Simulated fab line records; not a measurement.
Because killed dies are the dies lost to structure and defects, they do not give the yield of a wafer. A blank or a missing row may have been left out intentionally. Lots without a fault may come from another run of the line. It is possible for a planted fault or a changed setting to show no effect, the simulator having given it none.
Matching of chambers / flow n5_finfet / N5_BEOL_M1_PRE_CLEAN_60 on cvd_co-02 has 3 sister chambers
The step time 15 s. 22 wafers are shown with their chamber, then 11 later ones without.

WAFERS PAIRED WITH THEIR CHAMBERS
wafer=L074.1; chamber=1; heater_power_w (W)=78
wafer=L074.2; chamber=0; heater_power_w (W)=99
wafer=L074.3; chamber=2; heater_power_w (W)=69
wafer=L076.3; chamber=2; heater_power_w (W)=66
wafer=L076.4; chamber=2; heater_power_w (W)=69
wafer=L076.6; chamber=1; heater_power_w (W)=78
wafer=L078.2; chamber=0; heater_power_w (W)=97
wafer=L078.4; chamber=1; heater_power_w (W)=80
wafer=L078.5; chamber=2; heater_power_w (W)=68
wafer=L083.1; chamber=2; heater_power_w (W)=69
wafer=L083.2; chamber=0; heater_power_w (W)=103
wafer=L083.5; chamber=2; heater_power_w (W)=69
wafer=L085.2; chamber=0; heater_power_w (W)=100
wafer=L085.4; chamber=1; heater_power_w (W)=78
wafer=L085.6; chamber=2; heater_power_w (W)=69
wafer=L086.1; chamber=0; heater_power_w (W)=101
wafer=L086.2; chamber=2; heater_power_w (W)=70
wafer=L086.4; chamber=2; heater_power_w (W)=69
wafer=L084.1; chamber=0; heater_power_w (W)=97
wafer=L084.5; chamber=2; heater_power_w (W)=70
wafer=L084.6; chamber=0; heater_power_w (W)=98
wafer=L088.2; chamber=0; heater_power_w (W)=100

SIGNATURES (means of the wafers above)
reading=heater_power_w; chamber 0=99.38; chamber 1=78.50; chamber 2=68.80; scatter within a chamber=1.53
Rule: for each reading, subtract the chamber's mean from the wafer's reading, divide by that reading's scatter and square the result; add these up over the readings and take the root, which gives the wafer's distance from the chamber. The wafer belongs to the nearest chamber; if the next one is less than 2 further off, it can't be placed. The scatter: the root of (the sum of the squares of (reading less its chamber's mean) over the shown wafers, divided by (wafers less chambers)).

WAFERS MISSING THEIR CHAMBER
wafer=L088.5; heater_power_w (W)=69
wafer=L088.6; heater_power_w (W)=78
wafer=L090.2; heater_power_w (W)=80
wafer=L090.3; heater_power_w (W)=99
wafer=L090.4; heater_power_w (W)=70
wafer=L091.1; heater_power_w (W)=101
wafer=L091.3; heater_power_w (W)=79
wafer=L091.4; heater_power_w (W)=101
wafer=L093.1; heater_power_w (W)=70
wafer=L093.2; heater_power_w (W)=76
wafer=L093.3; heater_power_w (W)=102

EACH ONE'S CHAMBER
wafer=L088.5; from the rows above=2; in truth=2
wafer=L088.6; from the rows above=1; in truth=1
wafer=L090.2; from the rows above=1; in truth=1
wafer=L090.3; from the rows above=0; in truth=0
wafer=L090.4; from the rows above=2; in truth=2
wafer=L091.1; from the rows above=0; in truth=0
wafer=L091.3; from the rows above=1; in truth=1
wafer=L091.4; from the rows above=0; in truth=0
wafer=L093.1; from the rows above=2; in truth=2
wafer=L093.2; from the rows above=1; in truth=1
wafer=L093.3; from the rows above=0; in truth=0
11 of 11 placed correctly. Left unplaced by these rows: 0. Wrongly placed: 0.
